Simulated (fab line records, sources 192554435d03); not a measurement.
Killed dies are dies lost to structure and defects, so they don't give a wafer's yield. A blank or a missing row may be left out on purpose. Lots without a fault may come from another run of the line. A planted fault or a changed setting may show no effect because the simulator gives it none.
Which tool did it? | flow n5_finfet | 9 lots, 27 wafers sampled, at 4 steps of a route of 1938

WHAT THE GAUGES READ, wafer by wafer
N5_MOL_CONTACT_COAG_THK_MEAS_53.
lot  | measured     | on            | VIA_MOL_THK (nm)
L864 | day 5 12:55  | film_metro-01 | 44.4 44.1 44.7
L866 | day 6 04:26  | film_metro-01 | 43.8 43.7 44.1
L871 | day 7 07:38  | film_metro-01 | 43.7 43.9 44.5
L874 | day 8 00:05  | film_metro-01 | 43.6 44.7 44.7
L875 | day 8 04:16  | film_metro-01 | - - -
L876 | day 8 10:46  | film_metro-02 | - - -
L877 | day 8 22:29  | film_metro-01 | - - -
L886 | day 10 23:15 | film_metro-02 | 43.4 43.5 44.4
L885 | day 11 03:49 | film_metro-02 | 44.1 44.1 43.9

WHICH TOOL RAN EACH LOT (tool, then ch and the chambers of the sampled wafers, then the start)
lot  | N5_MOL_CONTACT_COAG_DESCUM_45      | N5_MOL_CONTACT_COAG_ETCH_124      | N5_MOL_CONTACT_COAG_CMP_52
L864 | rie_diel-03 ch 1,2, day 5 10:40    | rie_diel-03 ch 1,2, day 5 11:24   | cmp-04 ch 0,1,3, day 5 12:42
L866 | rie_diel-03 ch 0,3, day 6 02:38    | rie_diel-05 ch 1,3, day 6 03:14   | cmp-01 ch 0,3, day 6 04:08
L871 | rie_diel-05 ch 0,1, day 7 06:04    | rie_diel-05 ch 0,2, day 7 06:34   | cmp-01 ch 1,2, day 7 07:23
L874 | rie_diel-04 ch 1,3, day 7 22:29    | rie_diel-05 ch 2,3, day 7 22:59   | cmp-03 ch 0,2,3, day 7 23:50
L875 | rie_diel-04 ch 0,1,3, day 8 01:59  | rie_diel-05 ch 0,3, day 8 03:12   | cmp-01 ch 1,3, day 8 04:01
L876 | rie_diel-03 ch 0,1,2, day 8 09:10  | rie_diel-03 ch 0,2,3, day 8 09:42 | cmp-01 ch 0,1,2, day 8 10:28
L877 | rie_diel-04 ch 1,2,3, day 8 20:26  | rie_diel-04 ch 1,2,3, day 8 21:24 | cmp-04 ch 2,3, day 8 22:11
L886 | rie_diel-04 ch 0,2, day 10 21:06   | rie_diel-04 ch 1,3, day 10 22:11  | cmp-04 ch 2,3, day 10 22:59
L885 | rie_diel-04 ch 0,1,2, day 11 01:35 | rie_diel-03 ch 1,2, day 11 02:45  | cmp-04 ch 0,1,2, day 11 03:34
- N5_MOL_CONTACT_COAG_DESCUM_45: chemistry O2, time 7 s.
- N5_MOL_CONTACT_COAG_ETCH_124: etches SiNx in CH3F/O2, stops on SiOC, target depth 6.5 nm.
- N5_MOL_CONTACT_COAG_CMP_52: polishes, stops on SiO2, t overpolish 1.5 s, target thk 66.5 nm.

THE ANSWER, worked out from the rows above alone
Rule: what is usual is taken from the lots themselves. Put in order of their means at a reading, lots are off if they are a third of the lots or fewer, leave a main group of 4 or more, and stand apart from it by a gap of 3 or more times the standard deviation of the main group's means; of several such gaps the widest counts. A main group whose means are all the same, to the digits that the tables above print for the reading, isn't used. A lot without any number at a reading at which 4 lots or more have one is off too. The other lots that the step has rows for count as sound.
Off: L875, L876, L877, at N5_MOL_CONTACT_COAG_THK_MEAS_53 (VIA_MOL_THK). Without a number there: L875, L876, L877. The main group: mean 44.1 nm, standard deviation 0.23.
A tool fits if, at a process step before that reading, it ran every lot that is off, and no sound lot after the first of them. The gauges at N5_MOL_CONTACT_COAG_THK_MEAS_53 are tried like those tools. None of those tried fits.

WHAT THE SIMULATOR HAD PUT IN
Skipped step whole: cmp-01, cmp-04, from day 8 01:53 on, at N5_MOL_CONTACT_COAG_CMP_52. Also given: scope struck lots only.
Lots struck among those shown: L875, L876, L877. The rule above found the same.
